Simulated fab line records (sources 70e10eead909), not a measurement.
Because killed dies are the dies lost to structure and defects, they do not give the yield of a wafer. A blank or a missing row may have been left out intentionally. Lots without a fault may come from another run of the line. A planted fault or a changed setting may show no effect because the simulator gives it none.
Check for tools in common / flow nand_harc / Sampled: 11 lots, 33 wafers

== REASON FOR OPENING ==
Flagged at NHARC_A_ONON_D2_THK_MEAS_34: reading thk_nm, on 2 of 11 lots. Wafers without a fault read 200.1 nm, standard deviation 2.4.
Rule: a lot is flagged in two cases, either no wafer of it has a number, or all its wafers with numbers fall more than 4 standard deviations from that mean. The other lots count as sound.

lot=L281; measured=day 13 12:47; on=film_metro-02; thk_nm (nm), wafer by wafer=197.6 198.0 202.6; flag=
lot=L284; measured=day 14 04:28; on=film_metro-01; thk_nm (nm), wafer by wafer=203.2 204.5 202.6; flag=
lot=L282; measured=day 14 04:37; on=film_metro-01; thk_nm (nm), wafer by wafer=198.0 202.5 205.2; flag=
lot=L283; measured=day 14 11:15; on=film_metro-02; thk_nm (nm), wafer by wafer=199.4 203.7 205.2; flag=
lot=L288; measured=day 15 21:32; on=film_metro-02; thk_nm (nm), wafer by wafer=199.7 196.7 201.7; flag=
lot=L287; measured=day 16 02:11; on=film_metro-01; thk_nm (nm), wafer by wafer=198.9 194.8 202.4; flag=
lot=L293; measured=day 18 22:55; on=film_metro-01; thk_nm (nm), wafer by wafer=249.8 252.6 253.5; flag=FLAGGED
lot=L298; measured=day 20 06:29; on=film_metro-01; thk_nm (nm), wafer by wafer=249.4 251.4 252.8; flag=FLAGGED
lot=L300; measured=day 21 09:21; on=film_metro-01; thk_nm (nm), wafer by wafer=198.0 201.2 201.0; flag=
lot=L302; measured=day 21 21:04; on=film_metro-02; thk_nm (nm), wafer by wafer=205.7 206.2 202.5; flag=
lot=L303; measured=day 22 18:59; on=film_metro-02; thk_nm (nm), wafer by wafer=194.5 195.6 198.0; flag=
Average over the flagged lots: 251.6 nm; offset from the usual +51.5 nm, equal to +21 standard deviations.

== WHICH TOOL EACH LOT WENT THROUGH ==
The record keeps 1 process step preceding the reading, out of 1302 steps on the route. Read each cell as the tool, then ch plus the chambers that the sampled wafers visited, then the start.
lot=L281; flag=; NHARC_A_ONON_D2_DEP_33=pecvd-03 ch 0,1,2, day 13 12:23
lot=L284; flag=; NHARC_A_ONON_D2_DEP_33=pecvd-03 ch 0,2, day 14 04:06
lot=L282; flag=; NHARC_A_ONON_D2_DEP_33=pecvd-02 ch 1,2, day 14 04:12
lot=L283; flag=; NHARC_A_ONON_D2_DEP_33=pecvd-02 ch 0,2, day 14 10:53
lot=L288; flag=; NHARC_A_ONON_D2_DEP_33=pecvd-03 ch 0,1,2, day 15 21:07
lot=L287; flag=; NHARC_A_ONON_D2_DEP_33=pecvd-01 ch 0,1,2, day 16 01:46
lot=L293; flag=FLAGGED; NHARC_A_ONON_D2_DEP_33=pecvd-03 ch 0,1, day 18 22:30
lot=L298; flag=FLAGGED; NHARC_A_ONON_D2_DEP_33=pecvd-03 ch 0,1, day 20 06:03
lot=L300; flag=; NHARC_A_ONON_D2_DEP_33=pecvd-02 ch 0,1, day 21 08:56
lot=L302; flag=; NHARC_A_ONON_D2_DEP_33=pecvd-02 ch 0,1,2, day 21 20:47
lot=L303; flag=; NHARC_A_ONON_D2_DEP_33=pecvd-01 ch 1,2, day 22 18:32
What the steps here do:
- NHARC_A_ONON_D2_DEP_33: deposits SiO2, target thk 200 nm.
- NHARC_A_ONON_D2_THK_MEAS_34: measures by ellipsometry.

== FLAGGED OVER TOTAL, TOOL BY TOOL (the gauges that took the reading come last) ==
step=NHARC_A_ONON_D2_DEP_33; tool=pecvd-01; lots run=2; flagged=0; share of the flagged lots=none; sound lots run after its first flagged lot=-
step=NHARC_A_ONON_D2_DEP_33; tool=pecvd-02; lots run=4; flagged=0; share of the flagged lots=none; sound lots run after its first flagged lot=-
step=NHARC_A_ONON_D2_DEP_33; tool=pecvd-03; lots run=5; flagged=2; share of the flagged lots=all; sound lots run after its first flagged lot=0
step=NHARC_A_ONON_D2_THK_MEAS_34; tool=film_metro-01; lots run=6; flagged=2; share of the flagged lots=all; sound lots run after its first flagged lot=1 (L300)
step=NHARC_A_ONON_D2_THK_MEAS_34; tool=film_metro-02; lots run=5; flagged=0; share of the flagged lots=none; sound lots run after its first flagged lot=-

== WHAT THE TABLE PERMITS ==
Every flagged lot went through 2 rows of the table: pecvd-03 at NHARC_A_ONON_D2_DEP_33 and film_metro-01 at NHARC_A_ONON_D2_THK_MEAS_34.
- pecvd-03 at NHARC_A_ONON_D2_DEP_33 ran 5 lots, 2 of them flagged. Its last sound lot is L288 (day 15 21:07), its first flagged lot L293 (day 18 22:30): a fault that began between those two fits. Its own readings lie more than 4 standard deviations out on every wafer of the flagged lots: mfc_precursor_sccm.
- film_metro-01 at NHARC_A_ONON_D2_THK_MEAS_34 ran 6 lots, 2 of them flagged. After the first flagged lot (L300), sound lots still ran on it; a lasting fault on the whole tool would not permit that.
What remains is a single tool, pecvd-03 at NHARC_A_ONON_D2_DEP_33.

== WHAT HAD BEEN PUT IN BY THE SIMULATOR ==
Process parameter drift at NHARC_A_ONON_D2_DEP_33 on pecvd-03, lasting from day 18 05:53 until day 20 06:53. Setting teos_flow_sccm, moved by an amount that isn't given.
Struck lots among those shown: L293, L298. Same finding as the rule above.
